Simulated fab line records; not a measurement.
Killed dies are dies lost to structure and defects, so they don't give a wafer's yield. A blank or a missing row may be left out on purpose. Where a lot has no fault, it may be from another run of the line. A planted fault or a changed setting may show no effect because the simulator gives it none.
Struck lot and sound lot, side by side | flow nandHarc | 14 out of 1302 route steps
Sound: the wafers L156.2, L156.3, L156.4. Struck: wafer L167.5 (left out: L167.4, a lot-mate that was not struck); the cause follows at the end.
Per side, at each step with rows, come the tool, then ch with its chambers, and then its first start. Under that, the readings that differ: sound wafers | struck wafers | difference of the means | sigmas: that difference in standard deviations of wafers without a fault.
alike: words and numbers the same on both sides, and readings whose means are apart by under 2 such deviations; not compared: readings that were withheld, readings missing a value for some wafer, numbers with overlapping values and no deviation given by the record, and bounds like >300 which may hide the same value.
A row with sigmas, a row that says differs or no value, or rows on one side alone: a step with any of these is where the two part. When numbers do not overlap yet have no deviation, they are printed without sigmas and do not part them. Lack of a reading on every wafer of one side parts them only where that side has two or more wafers.

first, 6 steps without rows for these wafers: NHARC_A_DECK1_JOINT_CVD_34 (deposits SiNx, target thk 20 nm); NHARC_A_DECK1_JOINT_DEP_06 (deposits SiOx, target thk 80 nm); NHARC_A_DECK1_JOINT_CURE_26 (time 32 s); NHARC_A_DECK1_JOINT_ANNEAL_27 (time 3600 s); NHARC_A_DECK1_JOINT_ANNEAL_28 (time 1800 s); NHARC_A_DECK1_JOINT_ANNEAL_29 (time 1800 s).
NHARC_A_DECK1_JOINT_CMP_02: polishes SiOx.
  sound on cmp-02 ch 0,1,2, day 12 14:33; struck on cmp-02 ch 3, day 17 04:53
  alike: motorCurrentA
next, for these wafers, 1 step has no rows: NHARC_A_DECK1_JOINT_SRD_15.
NHARC_A_DECK1_JOINT_DEP_16: deposits SiO2, target thk 45 nm.
  sound on pecvd-02 ch 0,2, day 12 14:56; struck on pecvd-04 ch 0, day 17 05:21
  alike: heaterPowerW, showerheadVppV, throttleValvePct
NHARC_A_DECK1_JOINT_THK_MEAS_17: measures by ellipsometry.
  sound: filmMetro-01 at day 12 15:13; struck: filmMetro-02 at day 17 05:38
  alike: thkNm
NHARC_A_DECK1_JOINT_INSPECT_05:
  sound: defectInspect-02 at day 12 15:16; struck: defectInspect-01 at day 17 05:40
  alike: rawDefectCount
NHARC_A_ONON_D2_DEP_00: target thk 1000 nm.
  sound on pecvdOnon-02 ch 0, day 12 15:23; struck on pecvdOnon-03 ch 0, day 17 05:55
  alike: nh3FlowSccm
NHARC_A_ONON_D2_THK_MEAS_02: measures by ellipsometry.
  sound: filmMetro-01 at day 12 15:50; struck: filmMetro-02 at day 17 06:15
reading    | sound          | struck | difference | sigmas
thkNm (nm) | 1004 1004 1003 | 1087   | +83        | +11
after that, 1 step with no rows for these wafers: NHARC_A_ONON_D2_DEP_03 (target thk 1000 nm).

## WHERE THEY PART
Only at NHARC_A_ONON_D2_THK_MEAS_02, within this record.

WHY: what had been put in by the simulator
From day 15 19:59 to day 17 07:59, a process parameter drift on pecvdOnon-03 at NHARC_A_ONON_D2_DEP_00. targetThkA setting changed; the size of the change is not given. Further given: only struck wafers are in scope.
